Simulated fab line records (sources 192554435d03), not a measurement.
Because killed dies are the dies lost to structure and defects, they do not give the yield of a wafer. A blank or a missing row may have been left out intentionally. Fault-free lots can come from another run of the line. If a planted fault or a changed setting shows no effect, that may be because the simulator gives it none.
Chamber matching ; flow n5-finfet ; N5_BEOL_M2_ALD_84 on ald-metal-03 has 4 sister chambers
The step deposits TaN, pulse time 2 s, purge time 3 s, co reactant purge time 2 s. 8 wafers are shown with their chamber, then 8 later ones without.

## WAFERS PAIRED WITH THEIR CHAMBERS
wafer;chamber;heater-power-w (W);precursor-vessel-temp-c (C)
L074.6;1;449;74.93
L079.4;2;440;75.22
L077.1;1;432;75.22
L085.6;0;375;74.89
L090.1;3;366;74.91
L090.2;0;381;75.15
L090.6;2;439;75.26
L091.2;3;378;74.86

## WAFERS WITHOUT THEIR CHAMBER
wafer;heater-power-w (W);precursor-vessel-temp-c (C)
L091.3;375;75.12
L091.4;450;75.03
L096.1;373;74.97
L096.3;452;75.09
L096.5;375;74.77
L097.1;445;74.98
L097.4;442;74.79
L097.5;369;75.06

## WHICH CHAMBER EACH ONE RAN IN
wafer;from the rows above;in truth
L091.3;can't be placed: 0 or 3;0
L091.4;can't be placed: 1 or 2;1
L096.1;can't be placed: 3 or 0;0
L096.3;can't be placed: 1 or 2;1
L096.5;can't be placed: 3 or 0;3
L097.1;can't be placed: 1 or 2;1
L097.4;can't be placed: 1 or 2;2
L097.5;can't be placed: 0 or 3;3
Correct placement for 0 of the 8. These rows do not allow placing 8 (true chamber among the candidates in 8). Placed wrongly: 0.
How it was worked out, from the rows above alone: a wafer's distance from a chamber is the root of the sum, over the readings, of the square of ((its reading less the chamber's mean) divided by the reading's scatter). The wafer belongs to the nearest chamber; if the next one is less than 2 further off, it can't be placed. A chamber's mean is the mean of its shown wafers. The scatter is the square root of a quotient: the sum, over the shown wafers, of each reading's squared deviation from its chamber's mean, divided by wafers minus chambers.
